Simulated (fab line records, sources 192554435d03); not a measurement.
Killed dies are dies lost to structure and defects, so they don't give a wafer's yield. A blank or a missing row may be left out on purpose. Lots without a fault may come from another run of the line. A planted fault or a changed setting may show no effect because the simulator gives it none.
A struck lot beside a sound one | flow n5_finfet | 40 steps out of a route of 1938
Sound: wafers L265.1, L265.3, L265.6. Struck: wafers L282.3, L282.4, L282.5. The cause comes at the end.
At each step with rows: each side's tool, then ch and its chambers, then its first start. Under that, the readings that differ: sound wafers | struck wafers | difference of the means | sigmas: that difference in standard deviations of wafers without a fault.
alike: readings whose means differ by less than 2 such deviations, and words and numbers that are the same on both sides. not compared: withheld readings, readings that some wafer has no value for, bounds like >300 that may hide the same value, and numbers for which the record gives no deviation and whose values overlap.
The two part at a step that has a row with sigmas, a row that says differs or no value, or rows on one side only. Numbers that don't overlap but have no deviation are shown without sigmas and don't part them. A reading that every wafer of one side lacks parts them only if that side has two wafers or more.

first, 10 steps without rows for these wafers: N5_MOL_CONTACT_COAG_CO_FILL_22 (material Co, precursor CCTBA/H2, target thk 20 nm); N5_MOL_CONTACT_COAG_ANNEAL_113 (time 300 s); N5_MOL_CONTACT_COAG_PRE_CLEAN_142 (time 60 s); N5_MOL_CONTACT_COAG_SPUTTER_130 (material Co, target thk 47.5 nm); N5_MOL_CONTACT_COAG_PRECLEAN_125 (cleans in DIW, time 57.5 s); N5_MOL_CONTACT_COAG_SRD_126 (dry time 32 s); N5_MOL_CONTACT_COAG_CMP_23 (polishes, stops on SiO2, t overpolish 1.5 s, target thk 0 nm); N5_MOL_CONTACT_COAG_WET_ETCH_26 (target Co, target depth 13 nm); N5_MOL_CONTACT_COAG_WET_ETCH_116 (etches the open film in SC1-inhibited, target depth 4.6 nm, rinse time 30 s); N5_MOL_CONTACT_COAG_ALD_27 (deposits SiOC, target thk 17 nm, pulse time 1.5 s, time 2720 s).
N5_MOL_CONTACT_COAG_CMP_28: polishes, stops on SiNx, t overpolish 0.85 s, target thk 14.522 nm.
  sound on cmp-02 ch 0,2, day 5 16:56; struck on cmp-02 ch 0,2, day 9 20:02
  alike: edge_zone_pressure_frac, motor_current_A, slurry_filter_dp_kPa, slurry_flow_ml_min, time_to_endpoint_s
then, 11 steps without rows for these wafers: N5_MOL_CONTACT_COAG_ALD_123 (deposits SiNx, target thk 5 nm, pulse time 1 s, purge time 2 s); N5_MOL_CONTACT_COAG_PECVD_31 (deposits SiO2 from TEOS/O2, target thk 46 nm, time 8.9 s); N5_MOL_CONTACT_COAG_COAT_75 (time 60 s, resist thk 60 nm); N5_MOL_CONTACT_COAG_COAT_76 (time 60 s, resist thk 10 nm); N5_MOL_CONTACT_COAG_COAT_77 (time 60 s, resist thk 10 nm); N5_MOL_CONTACT_COAG_COAT_78 (resist thk 40 nm); N5_MOL_CONTACT_COAG_EBR_80; N5_MOL_CONTACT_COAG_SOFTBAKE_79 (time 60 s); N5_MOL_CONTACT_COAG_EXPOSE_81 (exposes mask VG, defocus 0 nm); N5_MOL_CONTACT_COAG_PEB_82 (peb time 60 s); N5_MOL_CONTACT_COAG_DEVELOP_83 (develop time 30 s).
N5_MOL_CONTACT_COAG_INSPECT_57: inspects for defects (brightfield).
  sound on defect_inspect-02, day 5 18:20; struck on defect_inspect-01, day 9 21:19
  reading          | sound       | struck      | difference | sigmas
  raw_defect_count | 186 202 190 | 850 872 811 | +652       | +11
then, 14 steps without rows for these wafers: N5_MOL_CONTACT_COAG_DESCUM_88 (chemistry O2, time 7 s); N5_MOL_CONTACT_COAG_ETCH_89 (etches underlayer in N2/H2, target depth 13 nm, time 10.4 s); N5_MOL_CONTACT_COAG_ETCH_90 (etches SiARC in CF4, target depth 13 nm, time 21.7 s); N5_MOL_CONTACT_COAG_ALD_131 (deposits SiO2, target thk 5 nm, pulse time 1 s, co reactant pulse time 1 s); N5_MOL_CONTACT_COAG_ETCHBACK_132 (etches SiO2 in CHF3, target depth 10 nm, time 6.7 s); N5_MOL_CONTACT_COAG_ETCH_91 (etches SOC in N2/H2, target depth 60 nm, overetch 21 nm, time 101.2 s); N5_MOL_CONTACT_COAG_STRIP_92 (strips in N2/H2); N5_MOL_CONTACT_COAG_STRIP_93 (strips in N2/H2); N5_MOL_CONTACT_COAG_ETCHBACK_135 (etches SiO2 in CHF3, target depth 25 nm, time 16.7 s); N5_MOL_CONTACT_COAG_STRIP_118 (strips in CHF3); N5_MOL_CONTACT_COAG_VIA_ETCH_46 (etches SiO2 in C4F6/O2, target depth 46 nm, overetch 9.2 nm, time 40 s); N5_MOL_CONTACT_COAG_STRIP_96 (strips in N2/H2); N5_MOL_CONTACT_COAG_ETCH_47 (etches SiNx in CH3F/O2, stops on W, target depth 27 nm); N5_MOL_CONTACT_COAG_STRIP_119 (strips in N2/H2, time 30 s).
N5_MOL_CONTACT_COAG_INSPECT_42: inspects for defects (brightfield).
  sound on defect_inspect-01, day 5 20:10; struck on defect_inspect-01, day 9 22:50
  reading          | sound       | struck      | difference | sigmas
  raw_defect_count | 188 190 182 | 863 895 827 | +675       | +11
-- the record jumps here: 3 days lie between the struck wafers' starts before and after (it left off in module MOL_CONTACT_COAG and takes up again in module BEOL_M4, whose first step shown is number 1111 of the route) --
N5_BEOL_M4_RC_MEAS_101:
  sound on prober-01 ch 0, day 8 18:39; struck on prober-02 ch 0, day 12 21:16
  reading       | sound       | struck      | difference | sigmas
  ION_N (uA/um) | 673 692 680 | 663 656 661 | -22        | -2
  alike: DIBL_N, DIBL_P, IOFF_N, IOFF_P, ION_P, SS_N, SS_P, VT_N, VT_P
-- the record jumps here: 5 days lie between the struck wafers' starts before and after (it left off in module BEOL_M4 and takes up again in module PASSIVATION, whose first step shown is number 1936 of the route) --
N5_PASSIVATION_PROBE_49:
  the record has rows for the struck wafers here (prober-01, day 17 15:44) and none for the sound ones

WHERE THEY PART
First at N5_MOL_CONTACT_COAG_INSPECT_57; last, within this record, at N5_PASSIVATION_PROBE_49.

WHY: what the simulator had put in
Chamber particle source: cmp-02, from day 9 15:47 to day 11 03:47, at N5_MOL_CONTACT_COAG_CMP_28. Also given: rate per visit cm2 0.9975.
